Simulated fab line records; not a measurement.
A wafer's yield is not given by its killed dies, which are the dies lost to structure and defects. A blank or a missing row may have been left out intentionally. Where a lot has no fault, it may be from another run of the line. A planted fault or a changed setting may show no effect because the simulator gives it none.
A single fault, viewed from 2 desks / flow nandHarc / numbers are kept per desk, each desk with only its own; the story behind them comes last

## DESK OF THE TOOL OWNER: lithoTrack-07
At NHARC_A_BONDPAD_SOFTBAKE_04 (time 70 s), the tool's own readings, given per lot that ran on this tool as the mean of the sampled wafers with a number. Any lot whose mean is over 4 standard deviations away from the usual mean is out of limits and marked OUT; that distance is given in the brackets.
Columns: A = heaterPowerTotalW at NHARC_A_BONDPAD_SOFTBAKE_04, usual 201.0 W
lot=L658; first seen here=day 22 23:00; A=200.8
lot=L660; first seen here=day 23 13:00; A=202.2
lot=L678; first seen here=day 31 00:00; A=213.6 (+9.7) OUT
This desk's finding: out of limits on L678; first on L678, day 31 00:00 (heaterPowerTotalW at NHARC_A_BONDPAD_SOFTBAKE_04). In limits: L658, L660.

## THE DEFECT DESK
What the inspections along the route counted, lot by lot: means of the sampled wafers that have a number. Any lot whose mean is over 4 standard deviations away from the usual mean is out of limits and marked OUT; that distance is given in the brackets.
Columns: A = rawDefectCount at NHARC_A_M1_INSPECT_27, usual 553
lot=L658; first seen here=day 22 21:43; A=605
lot=L659; first seen here=day 23 11:16; A=488
lot=L660; first seen here=day 23 11:38; A=408
lot=L661; first seen here=day 23 13:38; A=724
lot=L662; first seen here=day 24 05:56; A=503
lot=L663; first seen here=day 24 13:11; A=580
lot=L665; first seen here=day 26 04:21; A=432
lot=L667; first seen here=day 26 19:23; A=482
lot=L666; first seen here=day 27 06:26; A=651
lot=L668; first seen here=day 27 11:34; A=468
lot=L669; first seen here=day 27 16:41; A=523
lot=L678; first seen here=day 30 23:22; A=531
lot=L681; first seen here=day 32 19:01; A=506
Result from this desk: across the 13 lots, nothing is out of limits.

## BROUGHT TOGETHER
On L678, at day 31 00:00, an alarm was possible from the tool owner's desk.
No out-of-limits result turned up at the defect desk.
The defect desk has L678 on record, within its limits.
All the named lots went through NHARC_A_BONDPAD_SOFTBAKE_04 on lithoTrack-07.

## WHAT HAD BEEN PUT IN BY THE SIMULATOR
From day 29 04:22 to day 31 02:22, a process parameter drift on lithoTrack-07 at NHARC_A_BONDPAD_SOFTBAKE_04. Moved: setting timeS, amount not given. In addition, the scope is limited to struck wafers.
Shown lots that were struck: L678.
Hours from the fault's start to each desk's first reading out of limits: the tool owner's desk, 44.
